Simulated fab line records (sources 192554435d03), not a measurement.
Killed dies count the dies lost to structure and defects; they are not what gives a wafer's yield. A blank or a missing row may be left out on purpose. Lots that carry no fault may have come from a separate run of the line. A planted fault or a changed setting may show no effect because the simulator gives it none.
One fault through the eyes of 3 desks    flow n5-finfet    every desk sees just its own numbers, and what lay behind them comes last
Where a reading is given only as a bound, like >300, the bound stands for it, and a mean or a difference that rests on one is marked > or <: the true number lies beyond.

== THE DEFECT DESK ==
For each lot, the counts of the inspections along the route, averaged over the sampled wafers that have a number. The brackets show how far a lot's mean lies from the usual mean; more than 4 standard deviations puts the lot out of limits, marked OUT.
Columns: A = raw-defect-count at N5_MIM_BOT_LITHO_INSPECT_12, usual 2.1; B = raw-defect-count at N5_PASSIVATION_INSPECT_64, usual 2.0
lot   first seen here  A    B
L295  day 12 01:43     1.0  1.0
L298  day 12 04:50     3.7  1.0
L301  day 13 05:58     3.3  1.3
L304  day 13 16:30     3.0  >300 (+99 or more) OUT
L303  day 13 16:41     2.0  2.3
L308  day 15 01:05     1.0  >300 (+99 or more) OUT
L312  day 15 16:31     2.7  1.3
L313  day 16 05:01     2.0  2.3
L314  day 16 20:59     2.0  2.3
L317  day 17 11:02     1.7  1.3
L318  day 17 11:28     3.7  3.7
Finding of this desk: L304, L308 out of limits; the first was L304 at day 13 21:57, on raw-defect-count at N5_PASSIVATION_INSPECT_64. Within limits: L295, L298, L301, L303, L312, L313, L314, L317, L318.

== AT THE TOOL OWNER'S DESK: pvd-sputter-01 ==
The tool's own readings at N5_PASSIVATION_AL_DEP_21 (deposits Al, target thk 2800 nm, time 170 s): means of the sampled wafers that have a number, for each lot that ran on this tool. The brackets show how far a lot's mean lies from the usual mean; more than 4 standard deviations puts the lot out of limits, marked OUT.
Columns: A = throttle-valve-pct at N5_PASSIVATION_AL_DEP_21, usual 29.8 %
lot   first seen here  A
L295  day 12 05:22     30.3
L298  day 12 09:11     30.2
L304  day 13 21:18     29.6
L308  day 15 03:53     29.0
L318  day 17 13:51     30.3
This desk found nothing out of limits on any of the 5 lots.

== FROM THE METROLOGY DESK ==
Lot by lot, what the gauges showed, no matter which tool ran the lot: averages of those sampled wafers that carry a number. The brackets show how far a lot's mean lies from the usual mean; more than 4 standard deviations puts the lot out of limits, marked OUT.
Columns: A = MIM_BOT_OVL at N5_MIM_BOT_LITHO_OVL_MEAS_11, usual 0 nm
lot   first seen here  A
L295  day 12 01:42     -1
L298  day 12 04:48     -6
L301  day 13 05:56     5
L304  day 13 16:28     3
L303  day 13 16:40     6
L308  day 15 01:03     -1
L312  day 15 16:29     -3
L313  day 16 04:59     -4
L314  day 16 20:57     -2
L317  day 17 11:00     1
L318  day 17 11:26     1
This desk found nothing out of limits on any of the 11 lots.

== BROUGHT TOGETHER ==
The defect desk could have raised an alarm at day 13 21:57, on L304, L308.
The tool owner's desk saw nothing out of limits.
From the metrology desk's view, nothing was out of limits.
On record at the tool owner's desk: L304, L308, within its limits.
The metrology desk holds a record of L304, L308, inside its limits.
N5_PASSIVATION_AL_DEP_21 was run on pvd-sputter-01 by each of the lots named.

== WHAT HAD BEEN PUT IN BY THE SIMULATOR ==
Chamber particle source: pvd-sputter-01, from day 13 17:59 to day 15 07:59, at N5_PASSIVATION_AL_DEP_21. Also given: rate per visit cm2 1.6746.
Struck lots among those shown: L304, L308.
Hours from the fault's start to each desk's first reading out of limits: the defect desk, 4.
